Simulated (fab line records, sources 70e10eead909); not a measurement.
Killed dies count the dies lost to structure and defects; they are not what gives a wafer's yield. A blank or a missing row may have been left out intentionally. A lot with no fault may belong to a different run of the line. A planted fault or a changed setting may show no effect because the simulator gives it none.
Matching of chambers + flow nandHarc + 4 sister chambers for NHARC_A_CHANNEL_FILL_D1_ALD_16 on aldHk-04
The step deposits SiO2, target thk 1.5 nm, pulse time 10 s, ald cycles 15. 8 wafers are shown with their chamber, then 10 later ones without.

== WAFERS PAIRED WITH THEIR CHAMBERS ==
| wafer  | chamber | heaterPowerW (W) | susceptorTempC (C) |
|--------|---------|------------------|--------------------|
| L077.6 | 0       | 472              | 300.26             |
| L081.3 | 0       | 475              | 299.80             |
| L084.2 | 2       | 487              | 300.10             |
| L085.1 | 3       | 441              | 299.97             |
| L085.2 | 1       | 497              | 300.04             |
| L085.3 | 2       | 482              | 299.61             |
| L089.1 | 3       | 445              | 299.51             |
| L089.3 | 1       | 498              | 300.14             |

== WAFERS WHOSE CHAMBER IS MISSING ==
| wafer  | heaterPowerW (W) | susceptorTempC (C) |
|--------|------------------|--------------------|
| L089.6 | 486              | 299.58             |
| L090.1 | 436              | 300.33             |
| L090.3 | 490              | 299.98             |
| L090.5 | 501              | 300.02             |
| L092.1 | 502              | 299.97             |
| L092.2 | 504              | 299.78             |
| L092.3 | 443              | 299.60             |
| L097.2 | 437              | 300.01             |
| L097.3 | 485              | 299.81             |
| L097.6 | 491              | 300.04             |

== CHAMBER TAKEN BY EACH ==
| wafer  | from the rows above     | in truth                   |
|--------|-------------------------|----------------------------|
| L089.6 | 2                       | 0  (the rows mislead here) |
| L090.1 | 3                       | 3                          |
| L090.3 | can't be placed: 2 or 1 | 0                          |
| L090.5 | 1                       | 1                          |
| L092.1 | 1                       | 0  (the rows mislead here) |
| L092.2 | 1                       | 1                          |
| L092.3 | 3                       | 3                          |
| L097.2 | 3                       | 3                          |
| L097.3 | 2                       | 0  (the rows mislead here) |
| L097.6 | can't be placed: 1 or 2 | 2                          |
Correct placement for 5 of the 10. These rows do not allow placing 2 (true chamber among the candidates in 1). Number placed wrongly: 3.
How it was worked out, from the rows above alone: a wafer's distance from a chamber is the root of the sum, over the readings, of the square of ((its reading less the chamber's mean) divided by the reading's scatter). The wafer belongs to the nearest chamber; if the next one is less than 2 further off, it can't be placed. For every chamber, the mean is computed from those of its wafers that are shown. The scatter is the square root of a quotient: the sum, over the shown wafers, of each reading's squared deviation from its chamber's mean, divided by wafers minus chambers.
